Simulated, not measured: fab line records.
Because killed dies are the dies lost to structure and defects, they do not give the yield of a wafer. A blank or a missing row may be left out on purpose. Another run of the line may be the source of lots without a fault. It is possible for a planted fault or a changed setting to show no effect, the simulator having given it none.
fab line records	flow n5Finfet
record lots=11	wafers=31	lastDay=19
route steps=1938 shown MIM_TOP@1836 MIM_BOT_ETCH@1867 PASS1_CAP@1873
lots that met no fault: from a run of the same line without faults
startH: hours from the record's opening day to when the first of the lot's shown wafers began	waitH: hours from the lot's prior step to this one	" repeats the value in the row above	L1.1+2: a row that stands for several wafers	- no value, or no start given	* or withheld: withheld	< > ~ a bound
route shown NAME@n: NAME is a module with steps in the file, n the number in the route of the first one	usual: mean and standard deviation over wafers with no fault	same: alike in all rows	chamber/n: place in a boat	sites: the reading at each site	_std_site: their standard deviation	_edge_site: mean of outer sites minus mean of inner sites	radiusMm: how far each site lies from the wafer's centre	mask NAME#n: copy n	behind: the last tool/chamber to shape the wafer	hold: what put the lot on hold/how long, in hours/how the hold closed	device: the n, p or np transistor that did not switch	end of line: tests run on the same wafers once the route is complete	a step with no rows: only its recipe	killed: at the first sort, the dies lost to defects and structure; wafer yield is something else	map: dies across one wafer; x = killed, . = not, _ = none there
set.NAME: the setting the step ran with; set.NAME@STEP: the setting that earlier step ran with	model.NAME: the simulator's own value behind a step, which no gauge read
route steps across a sampled set of lots; one table per step, one row per wafer
services: when a tool's chamber went out of use (startH, in hours from the record's first day, below 0 if earlier), for how many hours, and the reason
## steps
# step N5_MIM_TOP_ALD_02
# recipe material=Al2O3	targetThkA=*	tempC=withheld	aldPrecursorFamily=TMA	aldCoReactant=O3	pulseTimeS=withheld	purgeTimeS=3	coReactantPurgeTimeS=withheld	coReactantPulseTimeS=3	aldCycles=withheld
# usual precursorPulseHeightRel=1.001/0.02
lot.wafer	tool	chamber	startH	waitH	precursorPulseHeightRel
L671.1	aldHk-01	3	-	-	0.956
L671.5	"	2	"	"	1.004
L671.6	"	1	"	"	0.980
L673.2	aldHk-01	2	-	-	1.011
L673.5	"	3	"	"	0.981
L673.6	"	0	"	"	0.978
L675.1	aldHk-03	3	-	-	0.995
L675.2	"	0	"	"	1.023
L675.6	"	0	"	"	0.999
L677.1	aldHk-02	3	-	-	1.004
L677.2	"	1	"	"	1.006
L676.1	aldHk-01	3	-	-	1.006
L676.3	"	2	"	"	1.009
L676.6	"	1	"	"	1.023
L678.1	aldHk-03	3	-	-	0.988
L678.4	"	0	"	"	0.995
L683.1	aldHk-02	0	-	-	0.979
L683.2	"	3	"	"	1.026
L683.5	"	1	"	"	1.002
L685.1	aldHk-01	3	-	-	0.962
L685.4	"	1	"	"	0.991
L685.5	"	1	"	"	0.985
L689.1	aldHk-01	2	-	-	1.014
L689.2	"	1	"	"	0.984
L689.4	"	0	"	"	1.027
L687.1	aldHk-01	3	-	-	1.016
L687.3	"	0	"	"	0.983
L687.5	"	1	"	"	0.989
L692.2	aldHk-01	2	-	-	1.036
L692.4	"	0	"	"	0.994
L692.6	"	3	"	"	1.012
# step N5_MIM_BOT_ETCH_ETCH_03
# recipe chemistry=Cl2/BCl3	targetDepthA=120	pressureMtorr=8	icpW=800	biasW=100	Cl2_flow_sccm=20	bcl3FlowSccm=80
# usual drypumpMotorCurrentA=5.6/0.4	oesProductAu=0.77/0.1	throttleValvePct=27.68/0.29
lot.wafer	tool	chamber	startH	waitH	drypumpMotorCurrentA	oesProductAu	rfHoursCounterH	throttleValvePct
L671.1	rieMetal-02	0	294.16	0.1	5.4	0.68	97	27.49
L671.5	"	0	"	"	5.4	0.68	-	27.49
L671.6	"	1	"	"	5.1	0.74	-	28.06
L673.2	rieMetal-03	0	316.55	0.1	6.3	0.79	37	27.57
L673.5	"	1	"	"	5.3	0.83	-	27.41
L673.6	"	0	"	"	6.3	0.79	-	27.54
L675.1	rieMetal-01	1	326.07	0.1	5.5	0.61	114	28.14
L675.2	"	0	"	"	6.0	0.68	96	27.49
L675.6	"	0	"	"	6.0	0.68	-	27.49
L677.1	rieMetal-03	1	337.16	0.1	5.3	1.08	23	27.39
L677.2	"	0	"	"	6.2	0.78	40	27.58
L676.1	rieMetal-03	1	342.08	0.1	5.3	1.09	24	27.40
L676.3	"	0	"	"	6.2	0.78	-	27.57
L676.6	"	1	"	"	5.3	0.83	-	27.40
L678.1	rieMetal-03	1	365.12	0.1	5.3	1.07	26	27.39
L678.4	"	0	"	"	6.2	1.03	-	27.59
L683.1	rieMetal-02	1	374.43	0.1	5.1	0.72	60	28.08
L683.2	"	1	"	"	5.1	0.72	-	28.06
L683.5	"	1	"	"	5.1	0.73	-	28.08
L685.1	rieMetal-02	0	385.57	0.1	5.4	0.98	1	27.32
L685.4	"	0	"	"	5.4	0.97	-	27.32
L685.5	"	1	"	"	5.1	0.72	-	28.08
L689.1	rieMetal-02	1	409.34	0.1	5.1	0.71	64	28.07
L689.2	"	0	"	"	5.4	0.96	3	27.30
L689.4	"	1	"	"	5.1	0.71	-	28.08
L687.1	rieMetal-01	1	411.03	0.1	5.5	0.90	7	27.93
L687.3	"	1	"	"	5.5	0.90	-	27.91
L687.5	"	1	"	"	5.5	0.89	-	27.94
L692.2	rieMetal-03	1	438.19	0.1	5.3	0.79	34	27.43
L692.4	"	0	"	"	6.2	0.75	-	27.58
L692.6	"	0	"	"	6.3	0.75	-	27.59
# step N5_MIM_BOT_ETCH_STRIP_01
# recipe chemistry=O2	powerW=600	tempC=60	pressureMtorr=30	rfFrequencyHz=6e+07	biasPowerW=0	overashFraction=0.5	o2FlowSccm=225
# usual drypumpMotorCurrentA=5.9/0.38	oesProductAu=0.80/0.079	rfVppV=3.6/1.4	showerheadPlenumPTorr=2.12/0.098	throttleValvePct=16.59/0.17
lot.wafer	tool	chamber	startH	waitH	drypumpMotorCurrentA	oesProductAu	rfHoursCounterH	rfVppV	showerheadPlenumPTorr	throttleValvePct
L671.1	rieDiel-05	0	294.39	0.1	5.6	0.72	197	2.2	2.17	16.57
L671.5	"	3	"	"	6.4	0.90	-	5.4	2.15	16.52
L671.6	"	2	"	"	5.8	0.84	-	4.5	2.22	16.59
L673.2	rieDiel-04	0	316.79	0.1	6.4	0.80	94	1.8	2.22	16.50
L673.5	"	3	"	"	6.0	0.70	-	3.5	2.06	16.70
L673.6	"	0	"	"	6.4	0.83	-	4.0	2.22	16.53
L675.1	rieDiel-04	2	326.33	0.1	6.1	0.79	110	3.9	2.01	16.85
L675.2	"	1	"	"	6.1	0.96	13	7.4	2.23	16.25
L675.6	"	1	"	"	6.1	0.98	-	4.4	2.23	16.24
L677.1	rieDiel-04	3	337.39	0.1	6.1	0.98	0	2.0	2.07	16.29
L677.2	"	2	"	"	6.1	0.79	116	4.0	2.01	16.79
L676.1	rieDiel-05	0	342.31	0.1	5.5	0.72	215	3.8	2.16	16.60
L676.3	"	2	"	"	5.8	0.83	68	4.9	2.22	16.57
L676.6	"	2	"	"	5.8	0.83	-	2.6	2.22	16.62
L678.1	rieDiel-02	2	365.36	0.1	6.4	0.86	53	4.8	2.04	16.47
L678.4	"	2	"	"	6.4	0.87	-	2.8	2.04	16.50
L683.1	rieDiel-05	1	374.87	0.2	5.4	0.71	206	1.6	1.90	16.85
L683.2	"	0	"	"	5.5	0.72	229	3.0	2.15	16.65
L683.5	"	1	"	"	5.4	0.70	-	1.7	1.90	16.90
L685.1	rieDiel-04	3	385.80	0.1	6.1	0.91	15	2.8	2.06	16.30
L685.4	"	2	"	"	6.1	0.78	131	4.6	2.01	16.88
L685.5	"	2	"	"	6.1	0.78	-	5.6	2.01	16.86
L689.1	rieDiel-04	3	409.57	0.1	6.0	0.88	25	3.6	2.06	16.31
L689.2	"	1	"	"	6.1	0.91	44	5.4	2.22	16.25
L689.4	"	1	"	"	6.1	0.90	-	4.2	2.21	16.23
L687.1	rieDiel-05	1	411.47	0.2	5.4	0.70	218	3.4	1.90	16.90
L687.3	"	0	"	"	5.5	0.70	242	2.4	2.15	16.69
L687.5	"	0	"	"	5.5	0.69	-	5.1	2.15	16.62
L692.2	rieDiel-02	1	438.51	0.2	5.4	0.73	176	2.3	2.17	16.69
L692.4	"	1	"	"	5.4	0.73	-	3.0	2.17	16.70
L692.6	"	0	"	"	5.3	0.74	-	3.9	2.19	16.50
# step N5_PASSIVATION_PECVD_55
# recipe material=SiO2	targetThkA=4000	tempC=400	precursor=SiH4/N2O	pressureTorr=2.7	rfW=608	timeS=22.5
# usual heaterPowerW=632/78	showerheadPlenumPTorr=8.19/0.099	throttleValvePct=52/4.2
lot.wafer	tool	chamber	startH	waitH	heaterPowerW	showerheadPlenumPTorr	throttleValvePct
L671.1	pecvd-04	0	294.93	0.0	592	8.12	50
L671.5	"	0	"	"	625	8.13	50
L671.6	"	2	"	"	444	8.14	51
L673.2	pecvd-03	1	317.32	0.0	508	8.21	60
L673.5	"	2	"	"	589	8.12	49
L673.6	"	1	"	"	539	8.24	60
L675.1	pecvd-03	1	326.83	0.0	560	8.24	60
L675.2	"	2	"	"	633	8.12	49
L675.6	"	2	"	"	651	8.12	49
L677.1	pecvd-02	0	337.89	0.0	535	8.07	52
L677.2	"	2	"	"	789	8.31	47
L676.1	pecvd-02	0	343.22	0.0	508	8.05	52
L676.3	"	2	"	"	758	8.29	47
L676.6	"	2	"	"	778	8.29	47
L678.1	pecvd-02	2	365.86	0.0	774	8.29	47
L678.4	"	0	"	"	609	8.04	52
L683.1	pecvd-02	2	375.38	0.0	717	8.31	47
L683.2	"	0	"	"	495	8.05	52
L683.5	"	2	"	"	758	8.32	47
L685.1	pecvd-02	2	386.34	0.0	690	8.31	47
L685.4	"	0	"	"	573	8.06	52
L685.5	"	2	"	"	753	8.30	48
L689.1	pecvd-03	2	410.07	0.0	700	8.13	49
L689.2	"	1	"	"	604	8.22	60
L689.4	"	2	"	"	697	8.12	49
L687.1	pecvd-03	0	412.01	0.0	654	8.20	49
L687.3	"	2	"	"	682	8.12	49
L687.5	"	2	"	"	701	8.13	49
L692.2	pecvd-04	2	439.01	0.0	531	8.15	53
L692.4	"	1	"	"	722	8.39	54
L692.6	"	0	"	"	607	8.12	50
## services
tool	chamber	startH	hours	kind
rieDiel-05	0	267.67	7.6	repair
rieDiel-04	1	277.22	-	clean
rieDiel-04	1	277.22	-	consumableReplace:focusRing
rieDiel-04	1	277.22	-	consumableReplace:showerhead
rieDiel-04	1	277.22	13.6	scheduledDown
rieDiel-04	1	277.22	13.6	ventCycle
pecvd-03	0	279.12	5.2	repair
aldHk-02	-	282.22	8.7	pm
pecvd-03	-	297.02	5.5	pm
aldHk-02	-	307.79	3.4	repair
rieDiel-02	3	321.37	8.5	repair
rieDiel-04	3	323.22	-	clean
rieMetal-01	1	330.56	9.9	repair
rieMetal-02	0	332.36	2.5	repair
pecvd-02	1	333.33	8.4	repair
rieDiel-05	3	337.33	15.2	repair
pecvd-04	0	344.39	3.6	repair
aldHk-01	-	352.97	0.3	repair
rieDiel-02	1	356.92	13.5	repair
rieMetal-03	-	379.17	0.5	repair
aldHk-03	-	396.43	14.6	pm
rieDiel-04	0	404.31	19.7	repair
aldHk-02	-	407.76	1.6	repair
aldHk-03	-	423.64	1.0	repair
## key
firstSign step=N5_MIM_BOT_ETCH_ETCH_03	reading=oesProductAu	direction=up	sigmas=2.9	usual=0.77	struck=1.07
effect none on later readings
metAt N5_MIM_BOT_ETCH_ETCH_03
struckLots L676,L677,L678
struckWafers L676.1,L677.1,L678.1,L678.4
notActingAt N5_MIM_TOP_ALD_02,N5_MIM_BOT_ETCH_STRIP_01,N5_PASSIVATION_PECVD_55
onsetBetween 316.55 337.16
fault kind=processParameterDrift	tool=rieMetal-03	chamber=-	onsetH=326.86	steps=N5_MIM_BOT_ETCH_ETCH_03	channel=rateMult	offset=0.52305	shape=step	endH=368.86	scope=struckWafersOnly
